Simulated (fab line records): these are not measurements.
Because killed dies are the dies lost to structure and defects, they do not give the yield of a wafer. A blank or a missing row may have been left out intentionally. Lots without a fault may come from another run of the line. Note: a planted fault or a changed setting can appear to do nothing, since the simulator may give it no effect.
fab line records | flow nand_harc
record: lots: 13 | wafers: 39 | last_day: 34
route steps=1302 shown A_ZERO_WELL@403 A_SOURCE_PLATE@416 A_ONON_D1@427 END@1302
lots that met no fault: taken from a fault-free run of the same line
start_h: hours from the record's opening day to when the first of the lot's shown wafers began | wait_h: time in hours since the lot's previous step | " same as the row above | L1.1+2: a row that stands for several wafers | - no value, or no start given | * or withheld: withheld | < > ~ a bound
route shown NAME@n: a module of which the file shows steps, and the number in the route of the first | usual: mean/standard deviation taken from wafers without a fault | same: alike in all rows | chamber/n: place in a boat | sites: each site's reading | _std_site: standard deviation across them | _edge_site: outer sites' mean less inner sites' | radius_mm: for every site, how far away it sits from the centre of the wafer | mask NAME#n: copy n | behind: the most recent tool/chamber to have shaped the wafer | hold: the reason the lot was held/the length of the hold in hours/how it ended | device: the n, p or np transistor that did not switch | end of line: the route-end tests of the same wafers | a step without rows: its recipe alone | killed: not the wafer's yield, but the dies lost to structure and defects at the first sort | map: per-die view of a wafer (x killed, . not killed, _ where there is no die)
set.NAME: the setting that was run; set.NAME@STEP: the one run at that earlier step | model.NAME: the simulator's own value behind a step, which no gauge read
the route's steps for a sample of lots (tables are steps, rows are wafers)
services: a tool's chamber out of use, with start hour (start_h, from the record's first day; less than 0 if before it), hours out, and reason
== steps ==
step: NHARC_A_ZERO_WELL_DESCUM_12
recipe: time_s: 3 | o2_flow_sccm: 200 | ar_flow_sccm: 0 | bias_power_w: 0 | chemistry: O2
usual: drypump_motor_current_A: 5.9/0.49 | oes_product_au: 1.002/0.0097 | rf_vpp_V: 57.9/0.83 | showerhead_plenum_p_Torr: 1.95/0.061 | throttle_valve_pct: 11.311/0.0097
lot.wafer | tool        | chamber | start_h | wait_h | drypump_motor_current_A | oes_product_au | rf_hours_counter_h | rf_vpp_V | showerhead_plenum_p_Torr | throttle_valve_pct
L842.3    | rie_diel-11 | 3       | 167.30  | -      | 6.6                     | 0.999          | 9                  | 57.8     | 2.04                     | 11.304
L842.2    | "           | 1       | "       | "      | 6.1                     | 0.988          | 9                  | 56.8     | 1.96                     | 11.308
L842.6    | "           | 2       | "       | "      | 5.9                     | 1.007          | -                  | 56.8     | 1.82                     | 11.310
L843.1    | rie_diel-08 | 3       | 171.95  | -      | 5.5                     | 1.003          | 5                  | 57.4     | 1.93                     | 11.312
L843.6    | "           | 2       | "       | "      | 5.4                     | 0.994          | -                  | 58.5     | 1.94                     | 11.308
L843.5    | "           | 3       | "       | "      | 5.5                     | 1.002          | -                  | 58.2     | 1.93                     | 11.305
L845.1    | rie_diel-08 | 0       | 186.92  | -      | 6.6                     | 1.017          | 4                  | 58.5     | 1.94                     | 11.301
L845.4    | "           | 2       | "       | "      | 5.4                     | 0.997          | 5                  | 57.6     | 1.94                     | 11.319
L845.5    | "           | 3       | "       | "      | 5.5                     | 1.009          | -                  | 57.3     | 1.93                     | 11.312
L846.4    | rie_diel-11 | 1       | 199.29  | -      | 6.1                     | 0.989          | 14                 | 55.9     | 1.96                     | 11.302
L846.5    | "           | 2       | "       | "      | 5.9                     | 0.989          | -                  | 58.2     | 1.82                     | 11.313
L846.6    | "           | 3       | "       | "      | 6.6                     | 1.000          | -                  | 58.8     | 2.04                     | 11.308
L855.3    | rie_diel-08 | 3       | 302.89  | -      | 5.6                     | 1.012          | 3                  | 58.7     | 1.93                     | 11.292
L855.2    | "           | 0       | "       | "      | 6.6                     | 0.988          | 3                  | 59.5     | 1.94                     | 11.304
L855.4    | "           | 1       | "       | "      | 5.9                     | 1.005          | 4                  | 58.0     | 2.05                     | 11.315
L856.4    | rie_diel-08 | 2       | 304.20  | -      | 5.4                     | 0.998          | 4                  | 56.8     | 1.94                     | 11.306
L856.2    | "           | 3       | "       | "      | 5.5                     | 1.016          | 3                  | 56.0     | 1.93                     | 11.304
L856.1    | "           | 0       | "       | "      | 6.6                     | 0.988          | 3                  | 57.3     | 1.94                     | 11.315
L857.4    | rie_diel-08 | 1       | 310.55  | -      | 5.9                     | 1.003          | 4                  | 58.8     | 2.04                     | 11.303
L857.3    | "           | 2       | "       | "      | 5.4                     | 0.993          | 4                  | 57.3     | 1.94                     | 11.309
L857.5    | "           | 1       | "       | "      | 5.9                     | 1.011          | -                  | 57.4     | 2.05                     | 11.339
L859.2    | rie_diel-11 | 3       | 322.60  | -      | 6.6                     | 0.998          | 7                  | 58.0     | 2.03                     | 11.304
L859.1    | "           | 1       | "       | "      | 6.1                     | 0.996          | 6                  | 58.3     | 1.95                     | 11.299
L859.5    | "           | 0       | "       | "      | 5.2                     | 0.998          | -                  | 58.7     | 1.96                     | 11.329
L858.3    | rie_diel-08 | 3       | 325.35  | -      | 5.5                     | 0.996          | 3                  | 58.9     | 1.93                     | 11.323
L858.2    | "           | 1       | "       | "      | 5.9                     | 1.006          | 5                  | 57.7     | 2.04                     | 11.312
L858.5    | "           | 3       | "       | "      | 5.5                     | 0.998          | -                  | 58.0     | 1.93                     | 11.302
L860.4    | rie_diel-08 | 3       | 336.16  | -      | 5.5                     | 0.996          | 4                  | 56.6     | 1.93                     | 11.312
L860.3    | "           | 0       | "       | "      | 6.6                     | 0.991          | 5                  | 58.6     | 1.94                     | 11.301
L860.6    | "           | 0       | "       | "      | 6.6                     | 0.991          | -                  | 59.2     | 1.94                     | 11.302
L861.4    | rie_diel-08 | 2       | 351.99  | -      | 5.4                     | 0.999          | 5                  | 56.9     | 1.94                     | 11.316
L861.6    | "           | 3       | "       | "      | 5.5                     | 0.989          | -                  | 57.8     | 1.93                     | 11.322
L861.5    | "           | 0       | "       | "      | 6.6                     | 1.006          | -                  | 58.2     | 1.94                     | 11.310
L862.3    | rie_diel-08 | 2       | 356.91  | -      | 5.4                     | 1.000          | 5                  | 58.4     | 1.94                     | 11.316
L862.4    | "           | 3       | "       | "      | 5.5                     | 1.000          | 5                  | 58.1     | 1.93                     | 11.293
L862.6    | "           | 3       | "       | "      | 5.5                     | 1.006          | -                  | 58.7     | 1.93                     | 11.309
L863.1    | rie_diel-08 | 1       | 367.19  | -      | 5.9                     | 1.013          | 6                  | 57.9     | 2.04                     | 11.322
L863.4    | "           | 2       | "       | "      | 5.4                     | 0.996          | 6                  | 58.0     | 1.94                     | 11.324
L863.6    | "           | 3       | "       | "      | 5.5                     | 0.996          | -                  | 58.5     | 1.93                     | 11.317
step: NHARC_A_SOURCE_PLATE_THK_MEAS_09
recipe: thk_meas_gauge: ellipsometry
usual: thk_nm: 9.7/0.96
lot.wafer | tool          | chamber | start_h | wait_h | thk_nm
L842.2    | film_metro-02 | -       | 175.40  | 0.4    | 9.6
L842.3    | "             | -       | "       | "      | 10.4
L842.6    | "             | -       | "       | "      | 10.0
L843.1    | film_metro-01 | -       | 180.56  | 0.4    | 8.8
L843.5    | "             | -       | "       | "      | 8.8
L843.6    | "             | -       | "       | "      | 9.6
L845.1    | film_metro-02 | -       | 195.48  | 0.4    | 9.6
L845.4    | "             | -       | "       | "      | 12.3
L845.5    | "             | -       | "       | "      | 10.1
L846.4    | film_metro-02 | -       | 207.87  | 0.4    | 10.9
L846.5    | "             | -       | "       | "      | 10.9
L846.6    | "             | -       | "       | "      | 10.3
L856.1    | film_metro-01 | -       | 311.55  | 0.4    | 9.8
L856.2    | "             | -       | "       | "      | 10.5
L856.4    | "             | -       | "       | "      | 8.3
L855.2    | film_metro-02 | -       | 311.55  | 0.4    | 10.4
L855.3    | "             | -       | "       | "      | 9.0
L855.4    | "             | -       | "       | "      | 11.2
L857.3    | film_metro-02 | -       | 320.92  | 0.4    | 9.4
L857.4    | "             | -       | "       | "      | 9.6
L857.5    | "             | -       | "       | "      | 9.0
L859.1    | film_metro-01 | -       | 330.72  | 0.4    | 8.5
L859.2    | "             | -       | "       | "      | 9.6
L859.5    | "             | -       | "       | "      | 9.6
L858.2    | film_metro-02 | -       | 334.45  | 0.4    | 9.7
L858.3    | "             | -       | "       | "      | 8.4
L858.5    | "             | -       | "       | "      | 8.8
L860.3    | film_metro-01 | -       | 344.60  | 0.4    | 9.1
L860.4    | "             | -       | "       | "      | 9.1
L860.6    | "             | -       | "       | "      | 10.7
L861.4    | film_metro-02 | -       | 360.75  | 0.4    | 10.6
L861.5    | "             | -       | "       | "      | 8.3
L861.6    | "             | -       | "       | "      | 9.3
L862.3    | film_metro-01 | -       | 366.09  | 0.4    | 8.6
L862.4    | "             | -       | "       | "      | 9.3
L862.6    | "             | -       | "       | "      | 12.2
L863.1    | film_metro-01 | -       | 376.90  | 0.4    | 11.5
L863.4    | "             | -       | "       | "      | 10.1
L863.6    | "             | -       | "       | "      | 9.6
step: NHARC_A_ONON_D1_THK_MEAS_05
recipe: thk_meas_gauge: ellipsometry
usual: thk_nm: 1001/9
lot.wafer | tool          | chamber | start_h | wait_h | thk_nm
L843.1    | film_metro-01 | -       | 192.52  | -      | 1006
L843.5    | "             | -       | "       | "      | 1004
L843.6    | "             | -       | "       | "      | 1003
L842.2    | film_metro-01 | -       | 192.65  | -      | 1009
L842.3    | "             | -       | "       | "      | 1011
L842.6    | "             | -       | "       | "      | 1009
L845.1    | film_metro-02 | -       | 211.28  | -      | 1014
L845.4    | "             | -       | "       | "      | 1016
L845.5    | "             | -       | "       | "      | 1015
L846.4    | film_metro-01 | -       | 221.79  | -      | 1001
L846.5    | "             | -       | "       | "      | 1002
L846.6    | "             | -       | "       | "      | 1000
L855.2    | film_metro-01 | -       | 325.71  | -      | 1011
L855.3    | "             | -       | "       | "      | 1011
L855.4    | "             | -       | "       | "      | 1013
L856.1    | film_metro-02 | -       | 325.72  | -      | 1000
L856.2    | "             | -       | "       | "      | 999
L856.4    | "             | -       | "       | "      | 998
L857.3    | film_metro-02 | -       | 339.26  | -      | 1009
L857.4    | "             | -       | "       | "      | 1008
L857.5    | "             | -       | "       | "      | 1009
L859.1    | film_metro-02 | -       | 344.49  | -      | 999
L859.2    | "             | -       | "       | "      | 1001
L859.5    | "             | -       | "       | "      | 999
L858.2    | film_metro-02 | -       | 349.12  | -      | 992
L858.3    | "             | -       | "       | "      | 992
L858.5    | "             | -       | "       | "      | 992
L860.3    | film_metro-02 | -       | 358.27  | -      | 1011
L860.4    | "             | -       | "       | "      | 1014
L860.6    | "             | -       | "       | "      | 1011
L861.4    | film_metro-01 | -       | 374.53  | -      | 997
L861.5    | "             | -       | "       | "      | 996
L861.6    | "             | -       | "       | "      | 997
L862.3    | film_metro-01 | -       | 381.72  | -      | 1002
L862.4    | "             | -       | "       | "      | 1002
L862.6    | "             | -       | "       | "      | 1002
L863.1    | film_metro-01 | -       | 390.64  | -      | 988
L863.4    | "             | -       | "       | "      | 988
L863.6    | "             | -       | "       | "      | 989
step: NHARC_A_ONON_D1_DEP_09
recipe: target_thk_a: 10000 | n2_flow_sccm: 2750 | n2o_flow_sccm: 2000 | nh3_flow_sccm: 500 | sih4_flow_sccm: 210 | temp_c: 400
usual: n2_flow_sccm: 2750/8 | n2o_flow_sccm: 2001/5.5
lot.wafer | tool          | chamber | start_h | wait_h | n2_flow_sccm | n2o_flow_sccm
L843.1    | pecvd_onon-04 | 0       | 193.14  | 0.1    | 2747         | 2010
L843.5    | "             | 0       | "       | "      | 2756         | 2004
L843.6    | "             | 0       | "       | "      | 2748         | 2007
L842.2    | pecvd_onon-03 | 0       | 193.34  | 0.1    | 2762         | 2011
L842.3    | "             | 0       | "       | "      | 2750         | 1997
L842.6    | "             | 0       | "       | "      | 2741         | 1996
L845.1    | pecvd_onon-02 | 0       | 211.90  | 0.1    | 2773         | 2003
L845.4    | "             | 0       | "       | "      | 2757         | 1998
L845.5    | "             | 0       | "       | "      | 2756         | 2004
L846.4    | pecvd_onon-03 | 0       | 222.59  | 0.2    | 2747         | 2009
L846.5    | "             | 0       | "       | "      | 2745         | 2011
L846.6    | "             | 0       | "       | "      | 2759         | 1997
L856.1    | pecvd_onon-02 | -       | 326.34  | 0.1    | -            | -
L856.2    | "             | -       | "       | "      | -            | -
L856.4    | "             | -       | "       | "      | -            | -
L855.2    | pecvd_onon-04 | -       | 326.38  | 0.1    | -            | -
L855.3    | "             | -       | "       | "      | -            | -
L855.4    | "             | -       | "       | "      | -            | -
L857.3    | pecvd_onon-02 | -       | 340.00  | 0.2    | -            | -
L857.4    | "             | -       | "       | "      | -            | -
L857.5    | "             | -       | "       | "      | -            | -
L859.1    | pecvd_onon-02 | 0       | 345.11  | 0.1    | 2763         | 2001
L859.2    | "             | 0       | "       | "      | 2764         | 2000
L859.5    | "             | 0       | "       | "      | 2768         | 2000
L858.2    | pecvd_onon-02 | 0       | 349.82  | 0.1    | 2741         | 1999
L858.3    | "             | 0       | "       | "      | 2750         | 2011
L858.5    | "             | 0       | "       | "      | 2738         | 2003
L860.3    | pecvd_onon-03 | 0       | 359.00  | 0.2    | 2742         | 1994
L860.4    | "             | 0       | "       | "      | 2748         | 1990
L860.6    | "             | 0       | "       | "      | 2748         | 1999
L861.4    | pecvd_onon-03 | 0       | 375.33  | 0.2    | 2744         | 2005
L861.5    | "             | 0       | "       | "      | 2752         | 2000
L861.6    | "             | 0       | "       | "      | 2764         | 2000
L862.3    | pecvd_onon-02 | 0       | 382.47  | 0.2    | 2733         | 1997
L862.4    | "             | 0       | "       | "      | 2754         | 2003
L862.6    | "             | 0       | "       | "      | 2747         | 1997
L863.1    | pecvd_onon-03 | 0       | 391.26  | 0.1    | 2743         | 2011
L863.4    | "             | 0       | "       | "      | 2739         | 1998
L863.6    | "             | 0       | "       | "      | 2745         | 2007
step: NHARC_END_SORT_01
recipe: temp_c: 25
usual: killed_at_array: 58/20 | killed_at_other: 0.8/1 | killed_at_periphery: 4.6/2.8 | killed_dies: 63/19 | killed_open: 3.4/2 | killed_short: 2.4/1.8
same: gross_dies: 677
lot.wafer | tool      | chamber | start_h | wait_h | killed_at_array | killed_at_other | killed_at_periphery | killed_dies | killed_open | killed_short
L855.2    | prober-01 | 0       | 717.74  | 2.8    | 673             | 1               | 3                   | 677         | 4           | 2
L855.3    | prober-01 | 0       | 718.53  | 3.1    | 672             | 2               | 3                   | 677         | 3           | 1
L855.4    | prober-01 | 0       | 719.32  | 3.4    | 671             | 0               | 6                   | 677         | 7           | 2
L856.1    | prober-01 | 0       | 726.57  | 2.5    | 675             | 1               | 1                   | 677         | 3           | 4
L856.2    | prober-01 | 0       | 727.37  | 2.8    | 674             | 0               | 3                   | 677         | 4           | 0
L856.4    | prober-01 | 0       | 728.98  | 3.4    | 675             | 1               | 1                   | 677         | 0           | 0
L857.3    | prober-01 | 0       | 763.07  | 3.1    | 671             | 0               | 6                   | 677         | 3           | 4
L857.4    | prober-01 | 0       | 763.87  | 3.4    | 675             | 0               | 2                   | 677         | 4           | 1
L857.5    | prober-01 | 0       | 764.67  | 3.7    | 674             | 0               | 3                   | 677         | 4           | 2
killed by level:class
L855.2 A_ONON_D1:area_dep=565 A_SLIT:chamber_film_flake=36 A_CHANNEL_HOLE_D1:chamber_film_flake=33 A_CHANNEL_HOLE_D2:chamber_film_flake=16 A_CONTACT:chamber_film_flake=11 A_SGD_CUT:chamber_film_flake=4 A_CHANNEL_FILL_D1:geometric_particle:open=2 P_M1:chamber_film_flake=2
L855.3 A_ONON_D1:area_dep=567 A_CHANNEL_HOLE_D1:chamber_film_flake=34 A_SLIT:chamber_film_flake=30 A_CHANNEL_HOLE_D2:chamber_film_flake=21 A_CONTACT:chamber_film_flake=10 A_SGD_CUT:chamber_film_flake=4 A_BLC:geometric_particle:open=2 P_M1:chamber_film_flake=2
L855.4 A_ONON_D1:area_dep=580 A_SLIT:chamber_film_flake=34 A_CONTACT:chamber_film_flake=17 A_CHANNEL_HOLE_D1:chamber_film_flake=15 A_CHANNEL_HOLE_D2:chamber_film_flake=11 A_SGD_CUT:chamber_film_flake=5 P_M2:chamber_film_flake=3 A_SOURCE_PLATE:geometric_particle:open=2
L856.1 A_ONON_D1:area_dep=608 A_SLIT:chamber_film_flake=35 A_CHANNEL_HOLE_D1:chamber_film_flake=10 A_CONTACT:chamber_film_flake=6 A_BLC:chamber_film_flake=5 A_CHANNEL_FILL_D1:geometric_particle:short=2 A_STAIRCASE:chamber_film_flake=2 A_CHANNEL_FILL_D1:geometric_particle:open=1
L856.2 A_ONON_D1:area_dep=628 A_SLIT:chamber_film_flake=25 A_CHANNEL_HOLE_D1:chamber_film_flake=13 A_CONTACT:chamber_film_flake=3 A_SGD_CUT:chamber_film_flake=2 P_M0:geometric_particle:open=1 P_M1:geometric_particle:open=1 A_ONON_D1:geometric_particle:open=1
L856.4 A_ONON_D1:area_dep=635 A_SLIT:chamber_film_flake=21 A_CHANNEL_HOLE_D1:chamber_film_flake=5 A_CONTACT:chamber_film_flake=5 A_BLC:chamber_film_flake=3 A_CHANNEL_FILL_D1:chamber_film_flake=2 A_CHANNEL_FILL_D2:chamber_film_flake=2 P_GATE:chamber_film_flake=1
L857.3 A_ONON_D1:area_dep=638 A_SLIT:chamber_film_flake=22 A_CHANNEL_HOLE_D1:chamber_film_flake=4 P_M0:geometric_particle:short=2 A_WL_FILL:chamber_film_flake=2 A_CONTACT:chamber_film_flake=2 P_M0:geometric_particle:open=1 P_M1:geometric_particle:open=1
L857.4 A_ONON_D1:area_dep=628 A_SLIT:chamber_film_flake=25 A_CHANNEL_HOLE_D1:chamber_film_flake=8 A_STAIRCASE:chamber_film_flake=3 A_CONTACT:chamber_film_flake=3 A_WL_FILL:geometric_particle:open=2 A_WL_FILL:chamber_film_flake=2 A_ONON_D1:geometric_particle:open=1
L857.5 A_ONON_D1:area_dep=609 A_SLIT:chamber_film_flake=39 A_CHANNEL_HOLE_D1:chamber_film_flake=13 A_STAIRCASE:chamber_film_flake=5 A_WL_FILL:chamber_film_flake=2 P_M1:geometric_particle:open=1 A_DECK1_JOINT:geometric_particle:short=1 A_ONON_D2:geometric_particle:short=1
== services ==
tool          | chamber | start_h | hours | kind
rie_diel-08   | 0       | 145.30  | -     | clean
rie_diel-08   | 1       | 145.30  | -     | clean
rie_diel-08   | 2       | 145.30  | -     | clean
rie_diel-08   | 3       | 145.30  | -     | clean
pecvd_onon-04 | -       | 158.53  | 2.7   | repair
rie_diel-11   | 0       | 166.16  | 4.8   | repair
rie_diel-08   | 0       | 169.80  | -     | clean
rie_diel-08   | 1       | 169.80  | -     | clean
rie_diel-08   | 2       | 169.80  | -     | clean
rie_diel-11   | 3       | 171.07  | 1.8   | repair
pecvd_onon-02 | -       | 185.00  | 13.0  | pm
rie_diel-08   | -       | 190.80  | 9.0   | pm
rie_diel-08   | 0       | 201.78  | 3.5   | repair
rie_diel-08   | -       | 210.47  | 1.5   | repair
pecvd_onon-03 | -       | 221.78  | 0.5   | repair
rie_diel-08   | 3       | 223.95  | 6.8   | repair
pecvd_onon-03 | -       | 227.29  | 13.0  | pm
rie_diel-08   | 1       | 263.95  | 4.3   | repair
rie_diel-11   | -       | 292.03  | 9.0   | pm
rie_diel-11   | 0       | 301.59  | 9.0   | repair
pecvd_onon-04 | -       | 311.31  | 13.0  | pm
rie_diel-11   | 2       | 364.01  | 9.2   | repair
pecvd_onon-02 | -       | 366.00  | 13.0  | pm
rie_diel-08   | -       | 367.80  | 9.0   | pm
== key ==
first_sign: step: NHARC_A_ONON_D1_DEP_09 | reading: tool_record | direction: missing
effect: step: NHARC_END_SORT_01 | reading: killed_dies | direction: up | sigmas: 32 | usual: 63 | struck: 677
more_kills_born_at: NHARC_A_ONON_D1_DEP_09@pecvd_onon-02: 3746 | NHARC_A_ONON_D1_DEP_09@pecvd_onon-04: 1712
met_at NHARC_A_ONON_D1_DEP_09
struck_lots L855,L856,L857
later_rows_left_out L855.2,L855.3,L855.4,L856.1,L856.2,L856.4,L857.3,L857.4,L857.5
tester_left_out L855,L856,L857
not_acting_at NHARC_A_ZERO_WELL_DESCUM_12,NHARC_A_SOURCE_PLATE_THK_MEAS_09,NHARC_A_ONON_D1_THK_MEAS_05
onset_between 211.90 326.34
fault: kind: skipped_step_whole | tool: pecvd_onon-02,pecvd_onon-04 | chamber: - | onset_h: 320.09 | steps: NHARC_A_ONON_D1_DEP_09 | scope: struck_lots_only
tester_left_out: of these lots the tester's yield and bins aren't shown, on N5 and GAA mostly nor the transistor test; their killed dies are dies lost to structure and defects alone, not to doping, threshold or leakage, so they don't give the yield
later_rows_left_out: the simulator's readings of these wafers behind a module that went badly wrong aren't trusted and aren't shown, but for the sort
